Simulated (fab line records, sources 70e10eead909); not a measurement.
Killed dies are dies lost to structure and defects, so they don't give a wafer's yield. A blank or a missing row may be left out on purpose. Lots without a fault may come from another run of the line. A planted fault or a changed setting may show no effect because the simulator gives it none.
fab line records | flow nand_harc
record lots=6 wafers=18 last_day=33
route steps=1302 shown A_STAIRCASE@727 END@1302
lots that met no fault: from a run of the same line without faults
start_h: hours from the record's first day to the start of the lot's first wafer shown | wait_h: hours since the lot's step before | " the same as in the row above | L1.1+2: a row that stands for several wafers | - no value, or no start given | * or withheld: withheld | < > ~ a bound
route shown NAME@n: a module of which the file shows steps, and the number in the route of the first | usual: mean/standard deviation of fault-free wafers | same: alike in all rows | chamber/n: place in a boat | sites: the reading at each site | _std_site: their standard deviation | _edge_site: outer sites' mean less inner sites' | radius_mm: how far each site lies from the wafer's centre | mask NAME#n: copy n | behind: the tool/chamber that last shaped the wafer | hold: why the lot was held/for how many hours/how that ended | device: the transistor (n, p or np) that didn't switch | end of line: the same wafers' tests at the end of the route | a step without rows: its recipe alone | killed: dies lost to structure and defects at the first sort, not the wafer's yield | map: a wafer's dies, x killed, . not, _ none there
set.NAME: the setting as run; set.NAME@STEP: as run at that earlier step | model.NAME: the simulator's own value behind a step, which no gauge read
lots at some steps of the route; a table a step, a row a wafer
services: from which hour (start_h, from the record's first day; less than 0 if before it) a tool's chamber was out of use, for how many hours, and why
## steps
# step NHARC_A_STAIRCASE_EBR_213
# step NHARC_A_STAIRCASE_EXPOSE_214
# recipe na=0.5 dose_mj=31.26 mask_id=STAIR_3
# step NHARC_A_STAIRCASE_PEB_215
# recipe peb_temp_c=115 peb_time_s=130
# step NHARC_A_STAIRCASE_DEVELOP_216
# recipe time_s=140
# step NHARC_A_STAIRCASE_HARDBAKE_218
# recipe temp_c=120 time_s=140
# step NHARC_A_STAIRCASE_DESCUM_219
# recipe time_s=3 o2_flow_sccm=200 ar_flow_sccm=0 bias_power_w=0 chemistry=O2
# usual drypump_motor_current_A=5.7/0.34 oes_product_au=1.004/0.011 rf_vpp_V=57.7/0.97 showerhead_plenum_p_Torr=1.88/0.08 throttle_valve_pct=11.313/0.0094
# columns lot.wafer tool chamber start_h wait_h drypump_motor_current_A oes_product_au rf_hours_counter_h rf_vpp_V showerhead_plenum_p_Torr throttle_valve_pct
L823.2 rie_diel-09 3 418.18 - 5.9 1.000 32 57.1 1.81 11.289
L823.3 " 0 " " 5.2 0.989 29 56.1 1.89 11.304
L823.1 " 2 " " 5.7 1.027 34 57.3 1.99 11.315
L828.3 rie_diel-09 1 471.84 - 6.2 1.009 42 58.0 1.97 11.306
L828.2 " 0 " " 5.2 0.995 48 59.1 1.88 11.313
L828.5 " 2 " " 5.7 1.024 - 58.9 1.98 11.326
L831.3 rie_diel-12 0 500.40 - 5.6 0.997 14 58.0 1.93 11.309
L831.5 " 3 " " 5.1 1.005 - 57.8 1.92 11.314
L831.6 " 0 " " 5.6 1.012 - 58.6 1.93 11.322
L832.1 rie_diel-02 2 516.29 - 5.7 1.009 33 57.1 1.79 11.316
L832.4 " 3 " " 5.2 1.002 36 56.9 1.79 11.316
L832.5 " 1 " " 6.0 1.019 - 58.2 1.92 11.293
L839.2 rie_diel-02 0 570.36 - 6.1 1.011 55 57.6 1.89 11.326
L839.3 " 2 " " 5.7 1.000 52 58.0 1.78 11.333
L839.6 " 0 " " 6.1 1.010 - 58.2 1.89 11.312
L840.1 rie_diel-02 3 595.73 - 5.2 1.028 3 57.2 1.78 11.322
L840.4 " 0 " " 6.1 0.997 4 56.2 1.89 11.335
L840.5 " 2 " " 5.7 1.001 - 57.2 1.78 11.310
# step NHARC_A_STAIRCASE_TRIM_220
# recipe time_s=211.2 o2_flow_sccm=500 ar_flow_sccm=0 bias_w=0 chemistry=O2
# step NHARC_A_STAIRCASE_ETCH_221
# recipe target_depth_a=1000 time_s=40.5 ion_energy_ev=400 c4f8_flow_sccm=20 o2_flow_sccm=10 ar_flow_sccm=withheld rf_w=600 bias_w=1000 chemistry=C4F8/O2
# usual oes_product_au=0.946/0.016 rf_vpp_V=894/5.2 run_length_s=61.7/0.45
# columns lot.wafer tool chamber start_h wait_h oes_product_au rf_hours_counter_h rf_vpp_V run_length_s
L823.1 rie_diel-09 3 - - 0.954 32 889 61.5
L823.2 " 0 " " 0.946 29 895 61.6
L823.3 " 1 " " 0.952 24 899 61.9
L828.3 rie_diel-09 0 - - 0.957 48 894 61.8
L828.2 " 2 " " 0.963 50 901 62.0
L828.5 " 0 " " 0.945 - 893 61.9
L831.3 rie_diel-12 3 - - 0.948 15 895 62.1
L831.6 " 2 " " 0.936 - 903 61.2
L831.5 " 3 " " 0.940 - 897 61.9
L832.4 rie_diel-02 0 - - 0.953 34 894 61.3
L832.1 " 1 " " 0.960 37 896 61.7
L832.5 " 0 " " 0.962 - 897 61.4
L839.2 rie_diel-02 2 - - 0.940 53 888 61.0
L839.3 " 3 " " 0.951 56 890 61.9
L839.6 " 3 " " 0.959 - 888 61.5
L840.1 rie_diel-02 2 - - 0.953 3 887 60.9
L840.4 " 1 " " 0.961 4 897 62.0
L840.5 " 2 " " 0.952 - 888 60.9
# step NHARC_A_STAIRCASE_TRIM_222
# recipe time_s=211.2 o2_flow_sccm=500 ar_flow_sccm=0 bias_w=0 chemistry=O2
# usual drypump_motor_current_A=5.7/0.34 oes_product_au=1.003/0.01 rf_vpp_V=57.7/0.82 showerhead_plenum_p_Torr=3.47/0.13 throttle_valve_pct=17.036/0.0082
# columns lot.wafer tool chamber start_h wait_h drypump_motor_current_A oes_product_au rf_hours_counter_h rf_vpp_V showerhead_plenum_p_Torr throttle_valve_pct
L823.3 rie_diel-09 2 - - 5.7 1.025 34 57.2 3.65 17.034
L823.1 " 3 " " 5.9 0.994 32 59.8 3.36 17.033
L823.2 " 1 " " 6.2 1.005 24 58.6 3.63 17.043
L828.3 rie_diel-09 2 - - 5.7 1.016 50 56.9 3.64 17.045
L828.2 " 3 " " 5.9 1.013 49 57.2 3.35 17.034
L828.5 " 0 " " 5.2 1.006 - 56.5 3.48 17.024
L831.3 rie_diel-12 3 - - 5.1 1.022 15 58.0 3.54 17.050
L831.5 " 0 " " 5.6 1.006 - 57.9 3.55 17.046
L831.6 " 1 " " 5.5 1.008 - 55.8 3.35 17.019
L832.1 rie_diel-02 2 - - 5.7 1.002 33 57.5 3.32 17.020
L832.4 " 3 " " 5.3 1.007 36 56.9 3.32 17.028
L832.5 " 2 " " 5.7 1.006 - 56.6 3.32 17.042
L839.3 rie_diel-02 0 - - 6.1 1.004 55 58.8 3.48 17.025
L839.2 " 1 " " 6.1 1.002 58 58.7 3.53 17.032
L839.6 " 0 " " 6.1 1.004 - 57.9 3.49 17.051
L840.1 rie_diel-02 0 - - 6.1 1.001 4 57.0 3.48 17.027
L840.4 " 2 " " 5.7 0.985 3 57.0 3.31 17.048
L840.5 " 3 " " 5.3 1.009 - 58.3 3.30 17.026
# step NHARC_A_STAIRCASE_ETCH_223
# recipe target_depth_a=1000 time_s=40.5 ion_energy_ev=400 c4f8_flow_sccm=20 o2_flow_sccm=10 ar_flow_sccm=withheld rf_w=600 bias_w=1000 chemistry=C4F8/O2
# usual oes_product_au=0.944/0.013 rf_vpp_V=894/4.9 run_length_s=61.7/0.45
# columns lot.wafer tool chamber start_h wait_h oes_product_au rf_hours_counter_h rf_vpp_V run_length_s
L823.3 rie_diel-09 2 - - 0.949 34 901 62.2
L823.2 " 0 " " 0.935 29 894 62.3
L823.1 " 1 " " 0.942 24 900 61.9
L828.3 rie_diel-09 2 - - 0.969 50 900 62.1
L828.2 " 3 " " 0.961 49 889 61.3
L828.5 " 3 " " 0.960 - 890 61.3
L831.3 rie_diel-12 1 - - 0.932 16 889 62.2
L831.6 " 0 " " 0.942 - 896 62.1
L831.5 " 1 " " 0.938 - 890 61.8
L832.4 rie_diel-02 3 - - 0.951 36 889 61.5
L832.1 " 0 " " 0.955 34 895 61.1
L832.5 " 3 " " 0.948 - 890 61.9
L839.2 rie_diel-02 0 - - 0.934 55 894 60.8
L839.3 " 2 " " 0.958 53 888 61.1
L839.6 " 0 " " 0.937 - 895 61.3
L840.1 rie_diel-02 3 - - 0.976 3 887 61.5
L840.4 " 2 " " 0.955 3 887 61.3
L840.5 " 3 " " 0.965 - 888 61.5
# step NHARC_A_STAIRCASE_TRIM_224
# recipe time_s=211.2 o2_flow_sccm=500 ar_flow_sccm=0 bias_w=0 chemistry=O2
# step NHARC_A_STAIRCASE_ETCH_225
# recipe target_depth_a=1000 time_s=40.5 ion_energy_ev=400 c4f8_flow_sccm=20 o2_flow_sccm=10 ar_flow_sccm=withheld rf_w=600 bias_w=1000 chemistry=C4F8/O2
# usual oes_product_au=0.945/0.014 rf_vpp_V=894/5 run_length_s=61.7/0.46
# columns lot.wafer tool chamber start_h wait_h oes_product_au rf_hours_counter_h rf_vpp_V run_length_s
L823.3 rie_diel-09 2 419.03 - 0.954 35 902 61.9
L823.2 " 3 " " 0.920 32 889 61.4
L823.1 " 0 " " 0.938 29 895 61.9
L828.2 rie_diel-09 0 472.54 - 0.951 49 895 61.8
L828.3 " 2 " " 0.955 50 900 61.9
L828.5 " 3 " " 0.962 - 889 61.3
L831.3 rie_diel-12 2 501.28 - 0.927 18 904 61.7
L831.6 " 0 " " 0.957 - 896 62.0
L831.5 " 1 " " 0.942 - 888 61.9
L832.4 rie_diel-02 1 516.98 - 0.960 38 899 61.6
L832.1 " 3 " " 0.955 36 890 61.9
L832.5 " 1 " " 0.951 - 897 62.2
L839.2 rie_diel-02 3 571.27 - 0.949 56 887 61.8
L839.3 " 1 " " 0.929 59 896 51.2
L839.6 " 0 " " 0.936 - 895 61.3
L840.1 rie_diel-02 2 596.42 - 0.943 3 888 50.8
L840.4 " 0 " " 0.952 4 894 61.2
L840.5 " 1 " " 0.951 - 895 61.8
# step NHARC_A_STAIRCASE_TRIM_226
# recipe time_s=211.2 o2_flow_sccm=500 ar_flow_sccm=0 bias_w=0 chemistry=O2
# usual drypump_motor_current_A=5.7/0.34 oes_product_au=1.004/0.011 rf_vpp_V=57.7/0.88 showerhead_plenum_p_Torr=3.48/0.14 throttle_valve_pct=17.036/0.0097
# columns lot.wafer tool chamber start_h wait_h drypump_motor_current_A oes_product_au rf_hours_counter_h rf_vpp_V showerhead_plenum_p_Torr throttle_valve_pct
L823.2 rie_diel-09 1 - - 6.2 1.008 24 57.9 3.63 17.032
L823.3 " 3 " " 5.9 0.999 32 57.6 3.36 17.021
L823.1 " 0 " " 5.2 0.995 29 57.9 3.49 17.036
L828.3 rie_diel-09 3 - - 5.9 1.012 49 57.6 3.35 17.035
L828.2 " 0 " " 5.3 0.994 49 57.3 3.48 17.026
L828.5 " 0 " " 5.3 1.007 - 57.5 3.48 17.034
L831.3 rie_diel-12 1 - - 5.6 0.999 16 58.5 3.35 17.039
L831.5 " 1 " " 5.5 0.997 - 57.4 3.35 17.028
L831.6 " 2 " " 6.0 0.992 - 58.0 3.76 17.022
L832.4 rie_diel-02 0 - - 6.1 0.988 34 57.3 3.50 17.034
L832.1 " 1 " " 6.0 1.027 38 57.5 3.54 17.021
L832.5 " 2 " " 5.7 1.006 - 57.5 3.32 17.034
L839.3 rie_diel-12 2 571.43 - 6.0 0.995 42 57.7 3.75 17.038
L839.2 " 3 " " 5.1 1.006 43 58.5 3.52 17.038
L839.6 " 0 " " 5.6 0.995 - 59.7 3.54 17.045
L840.1 rie_diel-02 0 - - 6.1 1.000 4 57.1 3.48 17.036
L840.4 " 3 " " 5.2 1.026 3 56.4 3.30 17.044
L840.5 " 0 " " 6.1 0.997 - 57.9 3.48 17.029
# step NHARC_END_SORT_01
# recipe temp_c=25
# usual killed_at_array=52/18 killed_at_other=1.0/1.4 killed_at_periphery=3.1/2.3 killed_dies=56/17 killed_open=3.0/1.7 killed_short=2.5/1.7
# same gross_dies=677
# columns lot.wafer tool chamber start_h wait_h killed_at_array killed_at_other killed_at_periphery killed_dies killed_open killed_short
L839.3 prober-01 0 774.11 3.1 418 1 0 419 2 3
L840.1 prober-02 0 783.11 2.5 408 1 4 413 3 1
# killed by level:class
L839.3 A_STAIRCASE:area_etch=362 A_CHANNEL_HOLE_D2:chamber_film_flake=20 A_CHANNEL_HOLE_D1:chamber_film_flake=16 A_STAIRCASE:chamber_film_flake=5 A_SLIT:chamber_film_flake=5 A_M1:chamber_film_flake=2 A_ONON_D1:geometric_particle:open=1 A_DECK1_JOINT:geometric_particle:short=1
L840.1 A_STAIRCASE:area_etch=328 A_SLIT:chamber_film_flake=31 A_CHANNEL_HOLE_D2:chamber_film_flake=29 A_SGD_CUT:chamber_film_flake=8 A_CONTACT:chamber_film_flake=6 P_M0:chamber_film_flake=3 A_CHANNEL_FILL_D2:chamber_film_flake=2 P_GATE:geometric_particle:open=1
# map L839.3 (x killed, . not)
____________x____________
_________xxxxxxx_________
_______xxx..xx..xx_______
______xx.xxxxxxx.xx______
_____xxxxxx.xxxx..xx_____
____xxxxxx.xx.xxx.xxx____
____xxx.xxxxx...xx.xx____
___xx.xxxxxxxx.xx.xx.x___
___xxxxxxx.xxx.xxx.xxx___
__xxxxxx.x.x...x..x.x..__
__xxx.x.x..x.......x.xx__
_xxxxxx.x.x........x...x_
_xxxx.xx...x..x.....x.xx_
_xxxxxx.....x..x.x.x.xxx_
_xxxxx..x..x.x.x...xxx.x_
_xxxxxx...x.x.x.....xxxx_
xxx..x.xx..x.xx..x....xxx
xxxx..x.......xx.....xxx.
xxx.xxx.x......x.x....x.x
xxxxxxx....x.x.....x.x..x
xxx.x...x..x......x.x.x.x
_xxx..xxx.x.....xx.x..xx_
_x.xx...xx.x.x...x..x.xx_
_xxx..xxxx....x...x.xxxx_
_xx..xx.x.xxx.....xxxx.x_
_xxxx..x....x.x.x....xxx_
__xxxxxxx.x......x..xxx__
__xxxx.x.x...xx..xxxxxx__
___xxxxxxxxxx.xxxxx..x___
___xxxx.xxxxx...xxx.xx___
____xx.xx.xxxxxxxxxx.____
____xxxxxxxxx.xx.xx.x____
_____xxxxxxxxx.xxxxx_____
______xxxxxxxxxxxxx______
_______xxxx.xxxxxx_______
_________xxxx.xx_________
____________x____________
# map L840.1 (x killed, . not)
____________x____________
_________x.xxxxx_________
_______xxxxxxx.xxx_______
______xxxx..xxxxxxx______
_____x.xxxxx.x.xxxxx_____
____xxxxxx.xxxxxxxxxx____
____xxxxx.x.xxxxxxxxx____
___xxxxx...xx.x...xxxx___
___xxxx..xxx.xxxx.x.xx___
__xxxxxxx.x..xx...xxxxx__
__xxxxxx....xx..x.xxxxx__
_xxxxxx..xx...xx.xxxxxxx_
_x.xxx..x.x.......xxx..x_
_.xx.xx......x...xx.xxxx_
_xxx.........x..x..x..xx_
_xx......x.x......xx.x.x_
xxxxx.x.........x.xx..xxx
xxxxxx.......x.x.....xxx.
xxxxxx..x..x..x...x.x.xxx
xxxx.xx....x.......x..xxx
xxxx........x.x..xx.x.xxx
_xx....x...........x.xxx_
_xxxx.x............xx.xx_
_x.xxxx.......x.x....xx._
_xxx..xx...x...xxx.xx.xx_
_xxxxxx.........x.x.xxxx_
__.x.........x..x..x.xx__
__xxxxx..xxx.xx.x.xxx.x__
___xx.x.xxx..xxxxx.x..___
___xxxx.x.xxxxxxxx.xxx___
____xxx..xxxxxx.xxxxx____
____xxxxxxxxx.xxxxxxx____
_____xxx.x.xxxxxxxxx_____
______x.xxxxxxxxxxx______
_______xxxxxxxxxxx_______
_________xxxxxxx_________
____________x____________
## services
# columns tool chamber start_h hours kind
rie_diel-02 - 394.35 9.0 pm
rie_diel-02 0 394.35 9.0 vent_cycle
rie_diel-02 1 394.35 9.0 vent_cycle
rie_diel-02 2 394.35 9.0 vent_cycle
rie_diel-02 3 394.35 9.0 vent_cycle
rie_diel-09 1 402.16 8.5 repair
rie_diel-02 0 403.35 - clean
rie_diel-02 1 403.35 - clean
rie_diel-02 2 403.35 - clean
rie_diel-02 3 403.35 - clean
rie_diel-02 0 426.05 19.7 repair
rie_diel-02 1 427.89 - clean
rie_diel-02 2 427.89 - clean
rie_diel-02 3 427.89 - clean
rie_diel-12 1 434.40 1.4 repair
rie_diel-12 - 446.70 9.0 pm
rie_diel-02 0 452.41 - clean
rie_diel-02 1 452.41 - clean
rie_diel-02 2 452.41 - clean
rie_diel-09 - 492.81 0.4 repair
rie_diel-09 - 499.27 9.0 pm
rie_diel-09 3 516.98 9.6 repair
rie_diel-09 - 569.71 7.4 repair
rie_diel-02 - 571.36 9.0 pm
## key
first_sign step=NHARC_A_STAIRCASE_ETCH_225 reading=run_length_s direction=down sigmas=23 usual=* struck=*
effect step=NHARC_END_SORT_01 reading=killed_dies direction=up sigmas=21 usual=56 struck=416
more_kills_born_at NHARC_A_STAIRCASE_ETCH_225@rie_diel-02=690
met_at NHARC_A_STAIRCASE_ETCH_225
struck_wafers L839.3,L840.1
later_rows_left_out L839.3
tester_left_out L839,L840
onset_between 516.98 571.27
fault kind=process_parameter_drift tool=rie_diel-02 chamber=- onset_h=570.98 steps=NHARC_A_STAIRCASE_ETCH_225 channel=time_s offset=* shape=step end_h=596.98 scope=struck_wafers_only acts_in=* stated=*
# tester_left_out: of these lots the tester's yield and bins aren't shown, on N5 and GAA mostly nor the transistor test; their killed dies are dies lost to structure and defects alone, not to doping, threshold or leakage, so they don't give the yield
# later_rows_left_out: the simulator's readings of these wafers behind a module that went badly wrong aren't trusted and aren't shown, but for the sort
